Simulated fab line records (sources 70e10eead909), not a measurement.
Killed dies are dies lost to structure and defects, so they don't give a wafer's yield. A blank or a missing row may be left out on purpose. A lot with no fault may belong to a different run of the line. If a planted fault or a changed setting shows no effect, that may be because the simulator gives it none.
fab line records	flow nand-harc
record: lots: 12	wafers: 36	last-day: 33
route steps=1302 shown P_ZERO_WELL@14 P_STI@84 END@1302
lots that met no fault: taken from a fault-free run of the same line
start-h: start of the lot's first displayed wafer, in hours after the record's first day	wait-h: hours from the lot's prior step to this one	" unchanged from the row above	L1.1+2: one row covering several wafers at once	- no value, or no start given	* or withheld: withheld	< > ~ a bound
route shown NAME@n: NAME is a module with steps in the file, n the number in the route of the first one	usual: mean/standard deviation taken from wafers without a fault	same: alike in all rows	chamber/n: place in a boat	sites: readings site by site	_std_site: standard deviation of those values	_edge_site: the outer-site mean with the inner-site mean subtracted	radius-mm: for every site, how far away it sits from the centre of the wafer	mask NAME#n: copy n	behind: the tool/chamber that last shaped the wafer	hold: the reason the lot was held/the length of the hold in hours/how it ended	device: transistor that didn't switch, given as n, p or np	end of line: tests run on the same wafers once the route is complete	step lacking rows: just its recipe	killed: count of dies lost to structure and defects at first sort (not the wafer's yield)	map: dies across one wafer; x = killed, . = not, _ = none there
set.NAME: the run value of the setting; set.NAME@STEP: its run value at that earlier step	model.NAME: the simulator's own value behind a step, which no gauge read
one table for each step of the route and one row for each wafer, over a sample of lots
services: from which hour (start-h, from the record's first day; less than 0 if before it) a tool's chamber was out of use, for how many hours, and why
== steps ==
step: NHARC_P_ZERO_WELL_CD_MEAS_11
recipe: target-cd-nm: 500	landing-energy-ev: 500
usual: cd-nm: 498.9/2.6
lot.wafer	tool	chamber	start-h	wait-h	cd-nm
L561.1	cd-sem-02	0	21.26	-	494.5
L561.2	"	0	"	"	499.8
L561.5	"	0	"	"	498.0
L562.1	cd-sem-02	0	31.24	-	500.5
L562.2	"	0	"	"	496.2
L562.5	"	0	"	"	503.2
L563.1	cd-sem-01	0	41.13	-	502.8
L563.3	"	0	"	"	500.8
L563.6	"	0	"	"	498.4
L564.1	cd-sem-01	0	51.24	-	499.1
L564.2	"	0	"	"	499.2
L564.5	"	0	"	"	494.6
L565.4	cd-sem-03	0	61.48	-	494.0
L565.5	"	0	"	"	494.9
L565.6	"	0	"	"	499.0
L566.3	cd-sem-01	0	71.25	-	494.5
L566.4	"	0	"	"	496.9
L566.6	"	0	"	"	499.5
L569.2	cd-sem-02	0	101.24	-	500.7
L569.4	"	0	"	"	498.8
L569.6	"	0	"	"	498.0
L572.1	cd-sem-01	0	131.24	-	499.8
L572.3	"	0	"	"	496.7
L572.6	"	0	"	"	502.1
L576.2	cd-sem-01	0	171.25	-	496.0
L576.4	"	0	"	"	495.2
L576.5	"	0	"	"	498.9
L577.1	cd-sem-01	0	181.11	-	499.5
L577.2	"	0	"	"	501.0
L577.3	"	0	"	"	496.9
L583.4	cd-sem-02	0	241.13	-	502.9
L583.5	"	0	"	"	496.1
L583.6	"	0	"	"	500.8
L584.1	cd-sem-01	0	251.24	-	495.9
L584.3	"	0	"	"	495.3
L584.4	"	0	"	"	495.6
step: NHARC_P_ZERO_WELL_ETCH_65
recipe: target-depth-a: 800	overetch-a: 240	time-s: 87.88	ion-energy-ev: 200	n2-flow-sccm: 150	h2-flow-sccm: 150	ar-flow-sccm: 0	rf-w: 400	bias-w: 150	chemistry: N2/H2
usual: bias-w: 150.0/0.42	chamber-pressure-mTorr: 30.003/0.026	drypump-motor-current-A: 5.7/0.5	oes-product-au: 1.004/0.012	rf-vpp-V: 431.2/1.7	showerhead-plenum-p-Torr: 2.06/0.052	throttle-valve-pct: 14.172/0.0095
lot.wafer	tool	chamber	start-h	wait-h	bias-w	chamber-pressure-mTorr	drypump-motor-current-A	oes-product-au	rf-hours-counter-h	rf-vpp-V	showerhead-plenum-p-Torr	throttle-valve-pct
L561.1	rie-diel-01	3	21.59	0.1	150.4	29.983	5.6	0.994	51	429.7	2.04	14.164
L561.2	"	0	"	"	149.8	29.989	6.3	1.003	56	430.4	2.01	14.184
L561.5	"	2	"	"	150.6	30.025	5.2	1.012	-	432.2	2.08	14.174
L562.2	rie-diel-07	1	31.52	0.1	150.4	30.008	6.3	1.007	23	432.8	2.14	14.165
L562.1	"	3	"	"	150.1	29.979	5.0	1.002	25	430.6	2.06	14.174
L562.5	"	1	"	"	150.6	30.005	6.3	1.007	-	434.3	2.14	14.180
L563.1	rie-diel-01	0	41.38	0.1	149.3	30.029	6.3	1.023	1	429.0	2.01	14.189
L563.3	"	2	"	"	150.1	30.014	5.3	1.006	1	432.8	2.08	14.168
L563.6	"	0	"	"	149.9	29.962	6.3	1.031	-	430.8	2.01	14.187
L564.1	rie-diel-13	0	51.49	0.1	149.5	29.980	5.4	1.000	19	431.6	2.10	14.177
L564.2	"	3	"	"	149.9	30.024	6.3	1.003	20	430.7	2.05	14.161
L564.5	"	1	"	"	149.4	29.975	5.6	1.002	-	431.8	2.02	14.167
L565.4	rie-diel-01	3	61.72	0.1	149.6	30.011	5.6	1.013	8	428.8	2.04	14.173
L565.6	"	2	"	"	150.1	29.980	5.3	1.016	-	431.0	2.08	14.172
L565.5	"	3	"	"	149.8	30.000	5.6	1.011	-	431.5	2.04	14.158
L566.3	rie-diel-13	3	71.62	0.2	150.2	30.002	6.3	1.007	24	430.2	2.04	14.182
L566.4	"	1	"	"	149.7	29.962	5.6	1.015	23	429.5	2.01	14.176
L566.6	"	2	"	"	150.6	29.998	5.9	0.999	-	432.5	2.02	14.177
L569.2	rie-diel-01	2	101.50	0.1	149.7	29.992	5.3	1.003	16	431.2	2.07	14.184
L569.4	"	3	"	"	150.2	29.928	5.6	1.010	22	431.3	2.04	14.175
L569.6	"	1	"	"	148.5	30.039	4.8	0.994	-	431.6	2.06	14.170
L572.1	rie-diel-07	2	131.48	0.1	150.4	29.975	6.2	0.999	1	428.5	2.02	14.173
L572.3	"	0	"	"	149.5	29.964	5.5	0.990	1	434.6	2.16	14.166
L572.6	"	2	"	"	150.1	30.048	6.2	0.995	-	429.3	2.02	14.176
L576.4	rie-diel-01	3	171.49	0.1	149.5	30.018	5.6	1.006	47	430.0	2.03	14.149
L576.2	"	0	"	"	150.0	29.989	6.3	1.004	49	429.8	1.99	14.168
L576.5	"	2	"	"	149.6	30.038	5.2	1.011	-	431.6	2.06	14.157
L577.3	rie-diel-07	2	181.35	0.1	150.1	29.999	6.2	0.994	24	429.4	2.02	14.172
L577.2	"	0	"	"	150.4	29.973	5.5	0.985	18	434.1	2.15	14.169
L577.1	"	1	"	"	149.6	30.003	6.2	1.003	22	434.1	2.12	14.191
L583.4	rie-diel-01	3	241.38	0.1	150.2	29.998	5.7	1.010	7	429.2	2.02	14.168
L583.5	"	0	"	"	150.6	30.003	6.3	1.011	-	428.1	1.98	14.152
L583.6	"	1	"	"	150.8	30.001	4.8	1.000	-	431.3	2.04	14.174
L584.3	rie-diel-13	2	251.48	0.1	149.9	30.026	5.9	0.999	29	427.3	2.00	14.188
L584.1	"	3	"	"	149.6	30.028	6.2	0.996	25	430.5	2.02	14.174
L584.4	"	0	"	"	149.7	29.994	5.4	0.991	23	430.0	2.08	14.180
step: NHARC_P_ZERO_WELL_ETCH_62
recipe: target-depth-a: 130	time-s: 6.5	chf3-flow-sccm: 50	ar-flow-sccm: 200	rf-w: 500	bias-w: 200	chemistry: CHF3/Ar
usual: bias-w: 199.9/0.61	chamber-pressure-mTorr: 24.998/0.022	drypump-motor-current-A: 5.7/0.52	oes-product-au: 0.967/0.016	rf-vpp-V: 371.0/1.4	showerhead-plenum-p-Torr: 2.36/0.051	throttle-valve-pct: 20.217/0.0091
lot.wafer	tool	chamber	start-h	wait-h	bias-w	chamber-pressure-mTorr	drypump-motor-current-A	oes-product-au	rf-hours-counter-h	rf-vpp-V	showerhead-plenum-p-Torr	throttle-valve-pct
L561.2	rie-diel-01	2	21.68	-	199.8	25.018	5.3	0.956	51	372.6	2.39	20.201
L561.1	"	0	"	"	200.3	24.973	6.3	0.977	56	369.8	2.31	20.217
L561.5	"	2	"	"	199.3	25.061	5.2	0.953	-	372.6	2.39	20.218
L562.2	rie-diel-07	3	31.64	-	199.1	24.998	5.0	0.966	25	372.3	2.37	20.225
L562.1	"	1	"	"	200.0	24.994	6.2	0.947	23	372.6	2.45	20.212
L562.5	"	3	"	"	199.8	25.000	4.9	0.968	-	371.4	2.37	20.203
L563.3	rie-diel-01	2	41.47	-	199.5	24.968	5.2	0.990	1	371.5	2.39	20.217
L563.1	"	3	"	"	200.0	24.997	5.6	0.991	0	368.6	2.35	20.223
L563.6	"	3	"	"	200.8	24.988	5.6	0.988	-	371.6	2.35	20.217
L564.1	rie-diel-13	0	51.67	-	199.9	25.006	5.3	0.982	19	372.4	2.41	20.221
L564.2	"	2	"	"	199.6	24.991	5.9	0.965	20	369.7	2.32	20.216
L564.5	"	3	"	"	200.4	25.008	6.3	0.991	-	370.8	2.35	20.213
L565.4	rie-diel-01	3	61.81	-	200.3	24.968	5.6	0.991	8	369.1	2.35	20.221
L565.5	"	3	"	"	199.5	24.947	5.6	0.996	-	370.3	2.35	20.215
L565.6	"	0	"	"	200.6	24.964	6.3	0.998	-	369.5	2.31	20.198
L566.3	rie-diel-13	2	71.76	-	198.9	25.009	5.9	0.945	24	369.0	2.32	20.229
L566.4	"	1	"	"	198.8	25.000	5.7	0.972	23	370.4	2.32	20.215
L566.6	"	3	"	"	199.7	24.997	6.2	0.940	-	369.6	2.35	20.224
L569.2	rie-diel-01	3	101.78	-	199.3	25.011	5.6	0.971	22	371.9	2.34	20.220
L569.4	"	0	"	"	199.6	24.996	6.3	0.972	24	370.3	2.30	20.225
L569.6	"	3	"	"	198.9	25.028	5.6	0.974	-	370.8	2.34	20.217
L572.1	rie-diel-07	0	131.58	-	198.7	24.989	5.5	0.965	1	373.5	2.47	20.224
L572.3	"	1	"	"	200.0	25.034	6.2	0.970	1	372.8	2.44	20.218
L572.6	"	1	"	"	198.8	25.022	6.2	0.975	-	374.0	2.44	20.211
L576.4	rie-diel-01	1	171.58	-	-	-	-	-	-	-	-	-
L576.2	"	3	"	"	-	-	-	-	-	-	-	-
L576.5	"	1	"	"	-	-	-	-	-	-	-	-
L577.1	rie-diel-07	2	181.45	-	-	-	-	-	-	-	-	-
L577.3	"	0	"	"	-	-	-	-	-	-	-	-
L577.2	"	1	"	"	-	-	-	-	-	-	-	-
L583.4	rie-diel-01	0	241.46	-	199.8	25.027	6.3	0.976	8	369.0	2.28	20.217
L583.5	"	0	"	"	199.7	24.971	6.3	0.981	-	369.2	2.28	20.213
L583.6	"	1	"	"	199.2	25.003	4.8	0.965	-	369.0	2.34	20.223
L584.3	rie-diel-13	1	251.58	-	199.8	25.001	5.7	0.971	23	369.3	2.30	20.204
L584.4	"	2	"	"	199.5	24.971	5.9	0.967	29	369.9	2.30	20.208
L584.1	"	0	"	"	200.7	25.016	5.4	0.953	23	371.0	2.38	20.213
step: NHARC_P_STI_OVL_MEAS_10
usual: overlay-x-nm: 0/5.4	overlay-y-nm: 0/7.6
lot.wafer	tool	chamber	start-h	wait-h	overlay-x-nm	overlay-y-nm
L561.1	overlay-01	-	44.76	-	-6	-7
L561.2	"	-	"	"	-6	-6
L561.5	"	-	"	"	-6	-7
L562.1	overlay-01	-	55.07	-	2	-3
L562.2	"	-	"	"	3	-3
L562.5	"	-	"	"	3	-3
L563.1	overlay-02	-	65.01	-	-1	10
L563.3	"	-	"	"	-1	10
L563.6	"	-	"	"	-1	10
L564.1	overlay-02	-	75.18	-	1	16
L564.2	"	-	"	"	0	16
L564.5	"	-	"	"	0	16
L565.4	overlay-01	-	84.90	-	7	5
L565.5	"	-	"	"	7	6
L565.6	"	-	"	"	7	6
L566.3	overlay-02	-	92.78	-	5	-4
L566.4	"	-	"	"	5	-5
L566.6	"	-	"	"	5	-5
L569.2	overlay-01	-	124.52	-	7	0
L569.4	"	-	"	"	7	0
L569.6	"	-	"	"	7	0
L572.1	overlay-02	-	152.85	-	-6	-15
L572.3	"	-	"	"	-7	-14
L572.6	"	-	"	"	-7	-14
L583.4	overlay-01	-	265.63	-	2	1
L583.5	"	-	"	"	2	1
L583.6	"	-	"	"	2	1
L584.1	overlay-02	-	274.26	-	4	-1
L584.3	"	-	"	"	5	0
L584.4	"	-	"	"	5	0
step: NHARC_END_SORT_01
recipe: temp-c: 25
usual: killed-at-array: 55/17	killed-at-other: 0.9/1.2	killed-at-periphery: 3.7/2.5	killed-dies: 59/18	killed-open: 3.4/1.9	killed-short: 2.6/1.6
same: gross-dies: 677
lot.wafer	tool	chamber	start-h	wait-h	killed-at-array	killed-at-other	killed-at-periphery	killed-dies	killed-open	killed-short
L572.3	prober-01	0	674.81	3.1	58	0	6	64	3	2
L576.2	prober-02	0	705.76	2.8	64	0	613	677	5	1
L576.4	prober-02	0	707.38	3.4	42	0	635	677	2	2
L576.5	prober-02	0	708.19	3.7	50	2	625	677	4	2
L577.1	prober-01	0	739.18	2.5	60	2	615	677	7	1
L577.2	prober-01	0	739.97	2.8	38	0	639	677	6	2
L577.3	prober-01	0	740.77	3.1	50	1	626	677	4	4
killed by level:class
L572.3 A_CHANNEL_HOLE_D1:chamber-film-flake=33 A_CONTACT:chamber-film-flake=7 A_STAIRCASE:chamber-film-flake=6 A_CHANNEL_FILL_D2:chamber-film-flake=4 P_ZERO_WELL:chamber-film-flake=3 P_STI:chamber-film-flake=2 A_ONON_D1:geometric-particle:short=1 A_CHANNEL_FILL_D1:geometric-particle:open=1
L576.2 P_ZERO_WELL:area-etch=606 A_SLIT:chamber-film-flake=29 A_CHANNEL_HOLE_D2:chamber-film-flake=13 A_CONTACT:chamber-film-flake=6 A_CHANNEL_HOLE_D1:chamber-film-flake=5 A_STAIRCASE:chamber-film-flake=4 P_CONTACT:chamber-film-flake=3 P_GATE:chamber-film-flake=2
L576.4 P_ZERO_WELL:area-etch=630 A_SLIT:chamber-film-flake=15 A_CHANNEL_HOLE_D2:chamber-film-flake=11 A_STAIRCASE:chamber-film-flake=5 P_GATE:chamber-film-flake=3 A_CONTACT:chamber-film-flake=3 A_CHANNEL_HOLE_D1:chamber-film-flake=2 A_CHANNEL_HOLE_D1:geometric-particle:open=1
L576.5 P_ZERO_WELL:area-etch=612 A_SLIT:chamber-film-flake=13 A_CHANNEL_HOLE_D2:chamber-film-flake=13 A_CHANNEL_HOLE_D1:chamber-film-flake=11 P_CONTACT:chamber-film-flake=7 A_STAIRCASE:chamber-film-flake=5 P_GATE:chamber-film-flake=4 THIN_TSV:chamber-film-flake=2
L577.1 P_ZERO_WELL:area-etch=608 A_SLIT:chamber-film-flake=33 A_CHANNEL_HOLE_D1:chamber-film-flake=8 A_CHANNEL_HOLE_D2:chamber-film-flake=5 P_CONTACT:geometric-particle:open=3 A_CONTACT:chamber-film-flake=3 P_M1:chamber-film-flake=2 A_DECK1_JOINT:chamber-film-flake=2
L577.2 P_ZERO_WELL:area-etch=634 A_SLIT:chamber-film-flake=16 A_CHANNEL_HOLE_D1:chamber-film-flake=5 P_GATE:chamber-film-flake=3 A_CONTACT:chamber-film-flake=3 A_CHANNEL_HOLE_D2:chamber-film-flake=2 A_WL_FILL:chamber-film-flake=2 A_ONON_D1:geometric-particle:short=1
L577.3 P_ZERO_WELL:area-etch=618 A_SLIT:chamber-film-flake=26 A_CHANNEL_HOLE_D1:chamber-film-flake=8 A_CONTACT:chamber-film-flake=4 P_GATE:chamber-film-flake=3 A_CHANNEL_HOLE_D2:chamber-film-flake=3 P_M1:chamber-film-flake=2 A_STAIRCASE:chamber-film-flake=2
== services ==
tool	chamber	start-h	hours	kind
rie-diel-07	1	0.76	5.4	repair
rie-diel-01	0	2.44	2.9	repair
rie-diel-01	3	5.72	6.0	repair
rie-diel-01	0	8.07	-	clean
rie-diel-01	1	8.07	-	clean
rie-diel-01	2	8.07	-	clean
rie-diel-01	-	28.95	9.0	pm
rie-diel-01	0	28.95	9.0	vent-cycle
rie-diel-01	1	28.95	11.1	vent-cycle
rie-diel-01	2	28.95	9.0	vent-cycle
rie-diel-01	3	28.95	9.0	vent-cycle
rie-diel-01	0	37.95	-	clean
rie-diel-01	2	37.95	-	clean
rie-diel-01	3	37.95	-	clean
rie-diel-01	2	75.52	6.1	repair
rie-diel-13	3	85.11	2.9	repair
rie-diel-07	3	92.05	14.3	repair
rie-diel-13	2	111.26	14.2	repair
rie-diel-07	-	117.20	9.0	pm
rie-diel-13	-	165.00	9.0	pm
rie-diel-13	1	177.41	6.6	repair
rie-diel-13	3	194.42	11.7	repair
rie-diel-01	-	205.99	9.0	pm
rie-diel-07	-	230.26	0.6	repair
== key ==
first-sign: step: NHARC_P_ZERO_WELL_ETCH_62	reading: tool-record	direction: missing
effect: step: NHARC_END_SORT_01	reading: killed-at-periphery	direction: up	sigmas: 99+	usual: 3.7	struck: 625.5
more-kills-born-at: NHARC_P_ZERO_WELL_ETCH_62@rie-diel-07: 1860	NHARC_P_ZERO_WELL_ETCH_62@rie-diel-01: 1848
met-at NHARC_P_ZERO_WELL_ETCH_62
struck-lots L576,L577
later-rows-left-out L576.2,L576.4,L576.5,L577.1,L577.2,L577.3
tester-left-out L576,L577
not-acting-at NHARC_P_ZERO_WELL_CD_MEAS_11,NHARC_P_ZERO_WELL_ETCH_65,NHARC_P_STI_OVL_MEAS_10
onset-between 131.58 171.58
fault: kind: skipped-step-whole	tool: rie-diel-01,rie-diel-07	chamber: -	onset-h: 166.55	steps: NHARC_P_ZERO_WELL_ETCH_62	scope: struck-lots-only
tester-left-out: of these lots the tester's yield and bins aren't shown, on N5 and GAA mostly nor the transistor test; their killed dies are dies lost to structure and defects alone, not to doping, threshold or leakage, so they don't give the yield
later-rows-left-out: the simulator's readings of these wafers behind a module that went badly wrong aren't trusted and aren't shown, but for the sort
